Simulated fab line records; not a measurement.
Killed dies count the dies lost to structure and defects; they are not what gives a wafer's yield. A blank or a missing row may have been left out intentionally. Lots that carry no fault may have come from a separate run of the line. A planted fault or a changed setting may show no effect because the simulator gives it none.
One fault through the eyes of 3 desks    flow n5 finfet    only its own numbers are on each desk; what lay behind them is given at the end

== AT THE METROLOGY DESK ==
Lot by lot, what the gauges showed, no matter which tool ran the lot: averages of those sampled wafers that carry a number. Marked OUT: a lot whose mean sits more than 4 standard deviations from the usual mean, which makes it out of limits; the brackets give that distance. It has 11 readings; the 7 that lie furthest out on some lot are the ones shown.
Columns: A = SDB_OVL at N5_SDB_OVL_MEAS_12, usual 0.2 nm; B = DIBL_P at N5_BEOL_M4_RC_MEAS_101, usual 36.1 mV/V; C = IOFF_P at N5_BEOL_M4_RC_MEAS_101, usual 0.201 nA/um; D = ION_N at N5_BEOL_M4_RC_MEAS_101, usual 675 uA/um; E = ION_P at N5_BEOL_M4_RC_MEAS_101, usual 462 uA/um; F = VT_N at N5_BEOL_M4_RC_MEAS_101, usual 250.0 mV; G = VT_P at N5_BEOL_M4_RC_MEAS_101, usual -251.3 mV
lot   first seen here  A     B     C      D    E    F      G
L906  day 4 13:50      -0.2  36.9  0.221  685  466  249.2  -250.0
L907  day 4 19:12      1.0   36.2  0.211  682  465  248.8  -249.7
L910  day 5 14:05      -0.3  34.5  0.199  680  466  250.1  -251.6
L911  day 5 19:04      -0.4  36.1  0.199  672  464  252.0  -249.9
L912  day 6 00:52      -0.1  35.2  0.193  672  458  249.6  -251.8
L921  day 8 05:56      -0.1  37.7  0.198  671  455  252.5  -254.2
L925  day 9 13:07      0.4   37.8  0.237  680  470  246.9  -247.0
Finding of this desk: none of the 7 lots has anything out of limits.

== THE DEFECT DESK ==
Counts from the inspections along the route, per lot, as means over the sampled wafers that have a number. Marked OUT: a lot whose mean sits more than 4 standard deviations from the usual mean, which makes it out of limits; the brackets give that distance.
Columns: A = raw defect count at N5_SDB_INSPECT_13, usual 77
lot   first seen here  A
L906  day 4 13:52      64
L907  day 4 19:14      74
L910  day 5 14:07      40
L911  day 5 19:05      46
L912  day 6 00:54      48
L921  day 8 05:58      84
L925  day 9 13:08      94
Finding of this desk: none of the 7 lots has anything out of limits.

== FOR THE TOOL OWNER'S DESK: rie si-06 ==
The tool's own readings at N5_SDB_CUT_ETCH_26 (etches Si in HBr/Cl2/O2, target depth 129.6 nm, bt time 20 s, time 51.8 s): means of the sampled wafers that have a number, for each lot that ran on this tool. Marked OUT: a lot whose mean sits more than 4 standard deviations from the usual mean, which makes it out of limits; the brackets give that distance.
Columns: A = drypump motor current A at N5_SDB_CUT_ETCH_26, usual 5.8 A; B = oes_o_777_au at N5_SDB_CUT_ETCH_26, usual 0.978 a.u.; C = oes product au at N5_SDB_CUT_ETCH_26, usual 0.996 a.u.; D = throttle valve pct at N5_SDB_CUT_ETCH_26, usual 37.29 %
lot   first seen here  A    B      C      D
L907  day 4 19:55      5.9  0.963  0.994  37.24
L910  day 5 14:57      5.3  0.954  0.969  37.30
L911  day 5 19:47      5.7  0.981  0.985  36.94
L912  day 6 01:40      5.3  0.956  0.974  37.21
Finding of this desk: none of the 4 lots has anything out of limits.

== TAKEN TOGETHER ==
The metrology desk saw nothing out of limits.
Nothing out of limits was seen by the defect desk.
The desk of the tool owner found nothing out of limits.

== WHAT THE SIMULATOR HAD INSERTED ==
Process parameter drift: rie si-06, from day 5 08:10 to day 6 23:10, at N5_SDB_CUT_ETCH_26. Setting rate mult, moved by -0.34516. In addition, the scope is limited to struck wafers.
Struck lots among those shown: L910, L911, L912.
